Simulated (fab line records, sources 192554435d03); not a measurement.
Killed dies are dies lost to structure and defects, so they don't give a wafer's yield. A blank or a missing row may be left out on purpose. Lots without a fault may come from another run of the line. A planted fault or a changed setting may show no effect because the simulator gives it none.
fab line records | flow n5_finfet
record lots=5 wafers=12 last_day=19
route steps=1938 shown FIN_SAQP@108 BEOL_M4@1111 PASSIVATION@1936
lots that met no fault: from a run of the same line without faults
start_h: hours from the record's first day to the start of the lot's first wafer shown | wait_h: hours since the lot's step before | " the same as in the row above | L1.1+2: a row that stands for several wafers | - no value, or no start given | * or withheld: withheld | < > ~ a bound
route shown NAME@n: a module of which the file shows steps, and the number in the route of the first | usual: mean/standard deviation of fault-free wafers | same: alike in all rows | chamber/n: place in a boat | sites: the reading at each site | _std_site: their standard deviation | _edge_site: outer sites' mean less inner sites' | radius_mm: how far each site lies from the wafer's centre | mask NAME#n: copy n | behind: the tool/chamber that last shaped the wafer | hold: why the lot was held/for how many hours/how that ended | device: the transistor (n, p or np) that didn't switch | end of line: the same wafers' tests at the end of the route | a step without rows: its recipe alone | killed: dies lost to structure and defects at the first sort, not the wafer's yield | map: a wafer's dies, x killed, . not, _ none there
set.NAME: the setting as run; set.NAME@STEP: as run at that earlier step | model.NAME: the simulator's own value behind a step, which no gauge read
lots at some steps of the route; a table a step, a row a wafer
services: from which hour (start_h, from the record's first day; less than 0 if before it) a tool's chamber was out of use, for how many hours, and why
## steps
# step N5_FIN_SAQP_EXPOSE_13
# recipe mask_id=FIN_CORE na=1.35 source_shape=dipole sigma_inner=0.538 sigma_outer=0.738 polarization=te target_cd_nm=35.6 dose_mj=63.25
# step N5_FIN_SAQP_PEB_14
# recipe peb_temp_c=withheld peb_time_s=60 resist=CAR-ArF
# step N5_FIN_SAQP_DEVELOP_15
# recipe develop_time_s=30 developer=TMAH resist=CAR-ArF dev_temp_c=23 rinse_liquid=diw dry=air_spin
# step N5_FIN_SAQP_DESCUM_21
# recipe chemistry=O2 time_s=7.9 source_power_w=50 bias_power_w=20 pressure_mtorr=20 rf_frequency_hz=2.712e+07 temp_c=40 resist=CAR-ArF o2_flow_sccm=225
# step N5_FIN_SAQP_ETCH_51
# recipe chemistry=CF4 target=SiARC target_depth_a=455 mask_material=CAR-ArF time_s=75.8 ion_energy_ev=80 pressure_mtorr=40 source_w=545 bias_w=36 Ar_flow_sccm=100 cf4_flow_sccm=100 ends=cleared
# step N5_FIN_SAQP_ETCH_52
# recipe chemistry=N2/H2 target=SOC target_depth_a=1000 overetch_a=200 mask_material=SiARC temp_c=40 time_s=150 ion_energy_ev=200 pressure_mtorr=30 source_w=840 bias_w=150 n2_flow_sccm=200 h2_flow_sccm=200 ends=end_point
# step N5_FIN_SAQP_STRIP_53
# recipe chemistry=N2/H2 temp_c=40 n2_flow_sccm=200 h2_flow_sccm=200 rf_frequency_hz=6e+07
# step N5_FIN_SAQP_HM_OPEN_73
# recipe chemistry=CHF3/O2 target=SiO2 stop_on=a-Si target_depth_a=120 over_etch_frac=1.8 mask_material=SOC time_s=16.8 pressure_mtorr=30 source_w=650 bias_w=170 Ar_flow_sccm=200 CHF3_flow_sccm=50 O2_flow_sccm=5 ion_energy_ev=200 ends=end_point
# step N5_FIN_SAQP_STRIP_74
# recipe chemistry=CHF3/O2 resist=SiARC rf_frequency_hz=6e+07
# step N5_FIN_SAQP_MANDREL_ETCH_22
# recipe target_depth_a=600 chemistry=HBr/Cl2 target=a-Si stop_on=SiNx bt_time_s=10 over_etch_frac=0.5 time_s=30 pressure_mtorr=10 icp_w=800 bias_w=75 HBr_flow_sccm=150 Cl2_flow_sccm=80 ends=end_point
# usual drypump_motor_current_A=5.7/0.57 mfc_cl2_sccm=80.00/0.25 oes_product_au=0.766/0.011 over_etch_frac=0.5/0 throttle_valve_pct=35.3/0.3
# columns lot.wafer tool chamber start_h wait_h drypump_motor_current_A mfc_cl2_sccm oes_product_au over_etch_frac rf_hours_counter_h throttle_valve_pct model.SOC_of_FIN_SAQP_COAT_49.thk_nm model.SiNx_of_FIN_SAQP_PECVD_48.thk_nm
L413.3 rie_si-01 2 27.55 0.0 5.7 80.12 0.745 0.5 6 35.2 76.04 24.81
L413.4 " 0 " " 6.0 79.72 0.774 0.5 197 34.7 76.74 25.5
L413.5 " 1 " " 4.7 79.95 0.759 0.5 - 34.9 75.64 25.49
L428.5 rie_si-01 2 118.85 0.1 5.7 79.92 0.657 0.89935 - 35.3 69.49 22.21
L428.6 " 1 " " 4.7 80.21 0.769 0.5 - 34.9 75.96 25.07
L429.4 rie_si-01 1 125.80 0.1 4.6 79.97 0.665 0.89935 - 35.1 69.05 21.99
L429.5 " 2 " " 5.7 80.30 0.666 0.89935 - 35.4 69.11 22.01
L430.5 rie_si-01 3 131.05 0.1 6.3 79.73 0.672 0.89935 - 35.6 69.22 21.66
L430.6 " 1 " " 4.7 79.92 0.761 0.5 - 34.9 75.43 24.94
L435.2 rie_si-05 2 160.94 0.0 5.8 79.56 0.765 0.5 126 35.6 75.55 24.62
L435.3 " 3 " " 5.6 79.93 0.773 0.5 6 35.8 76.05 24.77
L435.4 " 1 " " 4.9 80.07 0.773 0.5 69 35.3 75.63 24.87
# step N5_FIN_SAQP_STRIP_55
# recipe chemistry=N2/H2 power_w=500 temp_c=40 pressure_mtorr=50 rf_frequency_hz=6e+07 overash_fraction=0.3 bias_power_w=28 h2_frac=0.5 n2_flow_sccm=300 h2_flow_sccm=300
# step N5_FIN_SAQP_STRIP_23
# recipe chemistry=SPM time_s=750 temp_c=130 h2so4_h2o2_vol_ratio=4
# step N5_FIN_SAQP_SRD_66
# recipe dry=ipa_marangoni time_s=30 temp_c=23 rinse_liquid=diw
# step N5_FIN_SAQP_RECESS_75
# recipe chemistry=HF/NH3 target=SiO2 target_depth_a=144 afs_cycles=3 temp_c=30 sublimation_temp_c=180 sublimation_time_s=60
# step N5_FIN_SAQP_SPACER1_ALD_24
# recipe material=SiO2 target_thk_a=203 temp_c=300 ald_precursor_family=BDEAS ald_co_reactant=O2-plasma pulse_time_s=1 purge_time_s=2 co_reactant_purge_time_s=2 ald_cycles=218 pressure_torr=2
# step N5_FIN_SAQP_SPACER1_ETCHBACK_25
# recipe chemistry=CHF3/O2 mode=anisotropic_etchback target=SiO2 target_depth_a=244 time_s=12.2 pressure_mtorr=30 source_w=650 bias_w=170 Ar_flow_sccm=200 CHF3_flow_sccm=50 O2_flow_sccm=5 ion_energy_ev=200
# step N5_FIN_SAQP_MANDREL1_REMOVE_56
# recipe chemistry=HBr/Cl2/O2 bt_time_s=10 target=a-Si stop_on=SiNx endpoint=OES-SiCl over_etch_frac=1 icp_w=600 bias_w=22 HBr_flow_sccm=150 Cl2_flow_sccm=80 O2_flow_sccm=5 pressure_mtorr=10
# step N5_FIN_SAQP_ETCH_57
# recipe chemistry=CH3F/O2 target=SiNx mask_material=SiO2 target_depth_a=325 time_s=46.4 pressure_mtorr=30 source_w=395 bias_w=73 Ar_flow_sccm=150 CH3F_flow_sccm=30 O2_flow_sccm=20 ion_energy_ev=120 ends=cleared
# usual drypump_motor_current_A=5.8/0.46 etch_rf_on_time_s=46.2/1.1 oes_ar_750_au=0.81/0.081 oes_product_au=0.69/0.069 rf_vpp_V=295/5.4 showerhead_plenum_p_Torr=2.00/0.071 throttle_valve_pct=16.31/0.21
# columns lot.wafer tool chamber start_h wait_h drypump_motor_current_A etch_rf_on_time_s oes_ar_750_au oes_product_au rf_hours_counter_h rf_vpp_V showerhead_plenum_p_Torr throttle_valve_pct model.etch.depth_nm
L413.3 rie_diel-01 2 29.42 0.1 5.4 46.1 0.75 0.65 - 304 2.08 16.39 24.81
L413.4 " 0 " " 6.2 48.2 0.81 0.69 - 287 1.93 16.32 25.5
L413.5 " 0 " " 6.2 48.5 0.82 0.70 - 287 1.93 16.35 25.49
L428.5 rie_diel-05 2 121.16 0.3 5.6 40.6 0.78 0.66 - 297 2.07 16.41 22.21
L428.6 " 0 " " 5.3 46.9 0.90 0.74 - 290 2.06 16.24 25.07
L429.4 rie_diel-05 3 127.58 0.1 5.5 41.2 0.68 0.56 - 294 1.98 16.42 21.99
L429.5 " 2 " " 5.6 40.3 0.78 0.66 - 297 2.07 16.41 22.01
L430.5 rie_diel-05 3 132.93 0.1 5.6 39.9 0.67 0.57 - 295 1.97 16.43 21.66
L430.6 " 0 " " 5.4 46.3 0.88 0.75 - 290 2.05 16.25 24.94
L435.2 rie_diel-05 1 162.76 0.1 6.2 45.1 0.93 0.81 13 296 1.96 16.13 24.62
L435.3 " 0 " " 5.3 45.9 0.86 0.72 51 290 2.05 16.27 24.77
L435.4 " 1 " " 6.2 45.1 0.92 0.81 - 295 1.97 16.13 24.87
# step N5_FIN_SAQP_ETCH_65
# recipe chemistry=CF4 target=SiO2 target_depth_a=40 ion_energy_ev=350 time_s=4.4 pressure_mtorr=10 icp_w=800 bias_w=400 cf4_flow_sccm=80
# step N5_BEOL_M4_RC_MEAS_101
# usual DIBL_N=36.0/1.7 DIBL_P=36.2/1.9 IOFF_N=0.154/0.028 IOFF_P=0.21/0.036 ION_N=675/11 ION_P=463/8.3 SS_N=71.4/0.63 SS_P=73.2/0.55 VT_N=250.2/3 VT_P=-251/3.7
# columns lot.wafer tool chamber start_h wait_h DIBL_N[mV/V] DIBL_P[mV/V] IOFF_N[nA/um] IOFF_P[nA/um] ION_N[uA/um] ION_P[uA/um] SS_N[mV/dec] SS_P[mV/dec] VT_N[mV] VT_P[mV]
L413.3 prober-01 0 197.75 0.3 38.6 37.1 0.169 0.22 669 460 72.1 74.1 251.6 -250
L413.4 " 0 " " 37.7 37.1 0.153 0.22 668 459 71.8 73.8 252.2 -249
L413.5 " 0 " " 38.5 38.1 0.171 0.26 667 463 71.6 74.1 250.9 -248
L428.5 prober-01 0 316.47 0.6 34.1 33.8 0.128 0.16 668 450 71.2 73.2 254.9 -257
L428.6 " 0 " " 33.4 32.6 0.119 0.16 667 449 71.3 72.6 257.5 -255
L429.4 prober-01 0 330.65 0.5 31.6 31.8 0.101 0.14 658 450 70.3 72.9 255.4 -259
L429.5 " 0 " " 32.6 32.5 0.105 0.15 658 454 70.6 73.3 256.1 -255
L430.5 prober-02 0 340.04 0.7 37.8 36.5 0.185 0.22 672 454 72.3 74.1 249.1 -250
L430.6 " 0 " " 36.9 36.5 0.172 0.23 682 468 72.4 73.1 246.2 -250
L435.2 prober-02 0 347.19 0.2 34.4 35.4 0.131 0.19 682 469 70.7 72.8 252.0 -249
L435.3 " 0 " " 40.2 41.1 0.244 0.28 697 463 72.4 74.3 245.3 -248
L435.4 " 0 " " 36.7 37.8 0.166 0.23 670 461 72.1 73.2 249.8 -246
# step N5_PASSIVATION_PROBE_49
# usual defect_limited_yield=90.9/1.4 killed_at_M0_to_M3=38/11 killed_at_M4_up=13/5.9 killed_at_contacts=14/6.4 killed_at_front_end=38/11 killed_at_other=3.3/2.5 killed_dies=107/16 killed_open=70/12 killed_short=35/7.7 sort_bin_4_leakage=0.00/0.007 sort_bin_5_function=5.3/0.94 sort_bin_6_memory=3.5/0.7 sort_n_pass=1073/16 sort_yield_pct=90.9/1.4
# same gross_dies=1180 killed_at_back_side=0 sort_bin_8_speed[%]=0
# columns lot.wafer tool chamber start_h wait_h defect_limited_yield[%] killed_at_M0_to_M3 killed_at_M4_up killed_at_contacts killed_at_front_end killed_at_other killed_dies killed_open killed_short sort_bin_4_leakage[%] sort_bin_5_function[%] sort_bin_6_memory[%] sort_n_pass sort_yield_pct[%]
L428.5 prober-02 - 424.61 0.2 90.9 42 17 20 28 0 107 67 36 0 6.1 2.7 1073 90.9
L428.6 prober-02 - 424.66 0.3 91.6 37 20 14 24 4 99 67 30 0 4.9 3.1 1081 91.6
L429.5 prober-01 - 443.88 0.2 92.5 25 6 9 44 5 89 61 26 0 4.7 2.8 1091 92.5
L430.6 prober-02 - 461.73 0.3 89.4 65 14 8 34 4 125 84 39 0 6.4 3.9 1055 89.4
# killed by level:class
L428.5 MOL_CONTACT_COAG:geometric_particle:open=18 BEOL_M1:geometric_particle:open=9 BEOL_M3:geometric_particle:open=7 BEOL_M3:geometric_particle:short=6 BEOL_M0_SAQP:geometric_particle:short=5 BEOL_M0_SAQP:geometric_particle:open=5 FIN_SAQP:geometric_particle:short=4 DUMMY_GATE:geometric_particle:open=4
L428.6 MOL_CONTACT_COAG:geometric_particle:open=12 BEOL_M3:geometric_particle:open=11 FIN_SAQP:geometric_particle:short=5 STI_FIN_REVEAL:geometric_particle:open=5 BEOL_M0_SAQP:geometric_particle:short=5 BEOL_M4:geometric_particle:open=5 DUMMY_GATE:geometric_particle:open=4 BEOL_M0:geometric_particle:open=4
L429.5 STI_FIN_REVEAL:geometric_particle:open=16 FIN_SAQP:geometric_particle:open=8 MOL_CONTACT_COAG:geometric_particle:open=7 FIN_SAQP:geometric_particle:short=6 BEOL_M0_SAQP:geometric_particle:short=6 BEOL_M1:geometric_particle:open=6 BEOL_M0_SAQP:geometric_particle:open=3 DUMMY_GATE:geometric_particle:open=3
L430.6 BEOL_M1:geometric_particle:open=26 STI_FIN_REVEAL:geometric_particle:open=10 BEOL_M1:geometric_particle:short=10 BEOL_M2:geometric_particle:open=8 FIN_SAQP:geometric_particle:short=6 BEOL_M3:geometric_particle:open=6 MOL_CONTACT_COAG:geometric_particle:open=6 BEOL_M0_SAQP:geometric_particle:open=6
## services
# columns tool chamber start_h hours kind
rie_diel-01 1 16.80 - clean
rie_diel-01 1 16.80 - consumable_replace:focus_ring
rie_diel-01 1 16.80 21.6 scheduled_down
rie_diel-01 1 16.80 21.6 vent_cycle
rie_diel-01 3 22.47 13.9 repair
rie_diel-05 0 23.53 - clean
rie_diel-05 0 23.53 - consumable_replace:focus_ring
rie_diel-05 0 23.53 21.8 scheduled_down
rie_diel-05 0 23.53 21.8 vent_cycle
rie_si-05 - 26.41 2.8 pm
rie_diel-05 2 60.15 2.0 repair
rie_diel-05 1 84.10 21.9 repair
rie_diel-05 3 96.30 1.8 repair
rie_diel-05 2 100.11 16.3 repair
rie_si-01 0 110.99 - clean
rie_si-01 0 110.99 24.2 scheduled_down
rie_si-01 0 110.99 24.2 vent_cycle
rie_diel-05 1 116.46 - clean
rie_diel-05 1 116.46 - consumable_replace:focus_ring
rie_diel-05 3 119.45 6.4 repair
rie_diel-05 3 134.83 - clean
rie_diel-05 3 134.83 - consumable_replace:focus_ring
rie_diel-05 3 134.83 29.9 scheduled_down
rie_diel-05 3 134.83 29.9 vent_cycle
## key
first_sign step=N5_FIN_SAQP_MANDREL_ETCH_22 reading=over_etch_frac direction=up sigmas=99+ usual=0.5 struck=0.89935
effect step=N5_FIN_SAQP_MANDREL_ETCH_22 reading=oes_product_au direction=down sigmas=9.3 usual=0.766 struck=0.665
effect step=N5_FIN_SAQP_ETCH_57 reading=etch_rf_on_time_s direction=down sigmas=5.3 usual=* struck=*
model_effect step=N5_FIN_SAQP_MANDREL_ETCH_22 value=SOC_of_FIN_SAQP_COAT_49.thk_nm without=75.59 struck=69.22
model_effect step=N5_FIN_SAQP_ETCH_57 value=etch.depth_nm without=25.33 struck=21.97
met_at N5_FIN_SAQP_MANDREL_ETCH_22
struck_wafers L428.5,L429.4,L429.5,L430.5
onset_between 27.55 118.85
fault kind=process_parameter_drift tool=rie_si-01 chamber=- onset_h=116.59 steps=N5_FIN_SAQP_MANDREL_ETCH_22 channel=over_etch_frac offset=0.39935 shape=step end_h=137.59 scope=struck_wafers_only acts_in=these_recipes_only stated=0.5
